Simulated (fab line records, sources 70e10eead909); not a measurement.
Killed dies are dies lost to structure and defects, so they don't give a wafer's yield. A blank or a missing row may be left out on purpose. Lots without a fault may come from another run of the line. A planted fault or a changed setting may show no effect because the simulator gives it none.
Which tool did it? | flow nand_harc | 12 lots, 36 wafers sampled, at 6 steps of a route of 1159

WHAT THE GAUGES READ, wafer by wafer
NHARC_P_GATE_CD_MEAS_59: target cd 720 nm. Usual: cd_nm 719.2 nm, standard deviation 1.2.
lot  | measured     | on        | cd_nm (nm)        | flag
L751 | day 5 22:02  | cd_sem-02 | 717.4 718.9 719.1 |
L753 | day 6 07:41  | cd_sem-03 | 722.7 721.3 721.2 |
L752 | day 6 09:17  | cd_sem-02 | 719.8 720.1 719.7 |
L755 | day 6 14:37  | cd_sem-02 | 719.9 720.4 719.3 |
L756 | day 7 00:20  | cd_sem-01 | - - -             | OFF
L758 | day 7 12:10  | cd_sem-01 | 721.2 718.5 720.4 |
L764 | day 8 22:34  | cd_sem-01 | 719.6 719.6 718.5 |
L766 | day 9 07:50  | cd_sem-03 | 718.7 717.6 718.1 |
L767 | day 9 20:45  | cd_sem-01 | 721.6 719.5 720.1 |
L768 | day 9 20:20  | cd_sem-01 | 719.0 718.2 719.0 |
L770 | day 10 14:15 | cd_sem-03 | 718.5 717.9 718.4 |
L772 | day 11 06:53 | cd_sem-02 | 718.9 720.6 719.4 |

NHARC_END_SORT_01. Usual: killed_at_array 24, standard deviation 7.4; killed_at_other 0.5, standard deviation 0.81; killed_at_periphery 3.4, standard deviation 2.3; killed_dies 28, standard deviation 8; killed_open 3.4, standard deviation 1.8; killed_short 2.0, standard deviation 1.4.
lot  | measured     | on        | killed_at_array | killed_at_other | killed_at_periphery | killed_dies | killed_open | killed_short | flag
L756 | day 20 19:17 | prober-02 | 33 25 16        | 0 0 0           | 644 652 661         | 677 677 677 | 6 3 2       | 1 2 2        | OFF

WHICH TOOL RAN EACH LOT (tool, then ch and the chambers of the sampled wafers, then the start)
lot  | NHARC_P_STI_CMP_21           | NHARC_P_GATE_EXPOSE_56            | NHARC_P_GATE_DESCUM_93            | NHARC_P_GATE_STRIP_113
L751 | cmp-01 ch 2,3, day 3 19:55   | krf_scanner-01 ch 0, day 5 21:53  | rie_diel-01 ch 0,1, day 5 23:56   | plasma_asher-02 ch 0,1, day 6 00:24
L753 | cmp-01 ch 0,1,3, day 4 08:22 | krf_scanner-01 ch 0, day 6 07:31  | rie_diel-11 ch 0,1,2, day 6 09:34 | plasma_asher-02 ch 0,1, day 6 10:10
L752 | cmp-04 ch 0,3, day 4 08:26   | krf_scanner-01 ch 0, day 6 09:07  | rie_diel-01 ch 0,3, day 6 11:04   | plasma_asher-02 ch 0,1, day 6 11:40
L755 | cmp-04 ch 0,1, day 4 16:16   | krf_scanner-01 ch 0, day 6 14:28  | rie_diel-12 ch 1,2, day 6 16:31   | plasma_asher-02 ch 0,1, day 6 16:53
L756 | cmp-01 ch 0,1,2, day 5 01:16 | krf_scanner-04 ch 0, day 7 00:10  | rie_diel-12 ch 0,2,3, day 7 03:35 | plasma_asher-02 ch 0,1, day 7 03:56
L758 | cmp-04 ch 0,2,3, day 5 14:36 | krf_scanner-04 ch 0, day 7 12:01  | rie_diel-11 ch 0,2,3, day 7 13:58 | plasma_asher-02 ch 0,1, day 7 14:20
L764 | cmp-04 ch 0,1,2, day 6 23:17 | krf_scanner-04 ch 0, day 8 22:25  | rie_diel-01 ch 1,2,3, day 9 00:32 | plasma_asher-02 ch 0,1, day 9 01:01
L766 | cmp-01 ch 0,2,3, day 7 08:07 | krf_scanner-04 ch 0, day 9 07:40  | rie_diel-11 ch 1,2, day 9 09:43   | plasma_asher-01 ch 0,1, day 9 10:04
L767 | cmp-04 ch 0,3, day 7 23:52   | krf_scanner-03 ch 0, day 9 20:36  | rie_diel-11 ch 2,3, day 9 22:44   | plasma_asher-01 ch 0,1, day 9 23:16
L768 | cmp-04 ch 0,1, day 8 00:00   | krf_scanner-03 ch 0, day 9 20:10  | rie_diel-01 ch 2,3, day 9 22:13   | plasma_asher-02 ch 1, day 9 22:42
L770 | cmp-01 ch 0,1, day 8 18:01   | krf_scanner-01 ch 0, day 10 14:05 | rie_diel-01 ch 0,1, day 10 15:59  | plasma_asher-02 ch 0,1, day 10 16:35
L772 | cmp-01 ch 0,1,2, day 9 08:41 | krf_scanner-04 ch 0, day 11 06:44 | rie_diel-01 ch 1,2, day 11 08:46  | plasma_asher-02 ch 0,1, day 11 09:31
- NHARC_P_STI_CMP_21: polishes, t overpolish 20 s, target thk 380.67 nm.
- NHARC_P_GATE_EXPOSE_56: exposes mask P PSD, target cd 720 nm.
- NHARC_P_GATE_DESCUM_93: chemistry O2, time 3 s.
- NHARC_P_GATE_STRIP_113: strips in N2/H2, time 740 s.

WHAT THE TOOLS THEMSELVES READ (means of the sampled wafers that have a number; where no wafer has one, the mark that the record gives instead)
NHARC_P_STI_CMP_21. Usual: motor_current_A 12.7 A, standard deviation 1.2; overpolish_run_s 20.000 s, standard deviation 0.0096.
lot  | tool   | motor_current_A (A) | overpolish_run_s (s) | flag
L751 | cmp-01 | 12.3                | 19.994               |
L753 | cmp-01 | 13.0                | 20.001               |
L752 | cmp-04 | 13.6                | 20.006               |
L755 | cmp-04 | 14.7                | 19.990               |
L756 | cmp-01 | 12.1                | 20.002               |
L758 | cmp-04 | 12.1                | 20.001               |
L764 | cmp-04 | 13.7                | 19.998               |
L766 | cmp-01 | 12.7                | 20.004               |
L767 | cmp-04 | 12.9                | 20.001               |
L768 | cmp-04 | 14.5                | 20.001               |
L770 | cmp-01 | 13.0                | 20.008               |
L772 | cmp-01 | 12.7                | 20.000               |

NHARC_P_GATE_DESCUM_93. Usual: drypump_motor_current_A 5.7 A, standard deviation 0.46; oes_product_au 1.000 a.u., standard deviation 0.0077; rf_vpp_V 57.8 V, standard deviation 0.9; showerhead_plenum_p_Torr 1.92 Torr, standard deviation 0.1; throttle_valve_pct 11.311 %, standard deviation 0.009.
lot  | tool        | drypump_motor_current_A (A) | oes_product_au (a.u.) | rf_vpp_V (V) | showerhead_plenum_p_Torr (Torr) | throttle_valve_pct (%) | flag
L751 | rie_diel-01 | 5.9                         | 0.994                 | 58.0         | 1.90                            | 11.315                 |
L753 | rie_diel-11 | 5.7                         | 1.006                 | 58.3         | 1.96                            | 11.309                 |
L752 | rie_diel-01 | 6.3                         | 1.001                 | 57.9         | 1.87                            | 11.313                 |
L755 | rie_diel-12 | 4.9                         | 0.996                 | 57.5         | 1.87                            | 11.305                 |
L756 | rie_diel-12 | 5.3                         | 1.010                 | 56.7         | 1.78                            | 11.314                 |
L758 | rie_diel-11 | 5.7                         | 0.998                 | 58.0         | 1.93                            | 11.307                 |
L764 | rie_diel-01 | 6.2                         | 1.007                 | 58.3         | 1.96                            | 11.316                 |
L766 | rie_diel-11 | 5.7                         | 0.995                 | 57.6         | 1.89                            | 11.319                 |
L767 | rie_diel-11 | 5.8                         | 0.990                 | 57.7         | 1.90                            | 11.309                 |
L768 | rie_diel-01 | 6.5                         | 0.993                 | 59.0         | 1.95                            | 11.318                 |
L770 | rie_diel-01 | 6.1                         | 1.000                 | 58.3         | 1.83                            | 11.300                 |
L772 | rie_diel-01 | 6.3                         | 1.003                 | 57.6         | 1.93                            | 11.308                 |

NHARC_P_GATE_STRIP_113. Usual: drypump_motor_current_A 5.7 A, standard deviation 0.44; heater_power_w 92 W, standard deviation 8.4.
lot  | tool            | drypump_motor_current_A (A) | heater_power_w (W) | flag
L751 | plasma_asher-02 | 5.6                         | 89                 |
L753 | plasma_asher-02 | 5.5                         | 89                 |
L752 | plasma_asher-02 | 5.4                         | 86                 |
L755 | plasma_asher-02 | 5.4                         | 87                 |
L756 | plasma_asher-02 | 5.3                         | 86                 |
L758 | plasma_asher-02 | 5.5                         | 89                 |
L764 | plasma_asher-02 | 5.5                         | 89                 |
L766 | plasma_asher-01 | 6.2                         | 105                |
L767 | plasma_asher-01 | 6.0                         | 100                |
L768 | plasma_asher-02 | 5.2                         | 85                 |
L770 | plasma_asher-02 | 5.5                         | 89                 |
L772 | plasma_asher-02 | 5.5                         | 87                 |

THE ANSWER, worked out from the rows above alone
Rule: a lot is off if the mean of its wafers that have a number lies more than 3 standard deviations from the usual mean. A lot without any number at a reading at which 4 lots or more have one is off too. The other lots that the step has rows for count as sound. The gauges are gone through in route order, then the tools' own readings, and for those a lot's mean is taken as printed above. The first step at which some lot is off is used, and at that step the reading that is off furthest; a lot without a number counts as furthest.
Off: L756, at NHARC_P_GATE_CD_MEAS_59 (cd_nm). Without a number there: L756.
A tool fits if, at a process step before that reading, it ran every lot that is off, and no sound lot after the first of them. The gauges at NHARC_P_GATE_CD_MEAS_59 aren't tried: what is off there is off at NHARC_END_SORT_01 too, on other tools, and a gauge's error can't cause that. None of those tried fits.

WHAT THE SIMULATOR HAD PUT IN
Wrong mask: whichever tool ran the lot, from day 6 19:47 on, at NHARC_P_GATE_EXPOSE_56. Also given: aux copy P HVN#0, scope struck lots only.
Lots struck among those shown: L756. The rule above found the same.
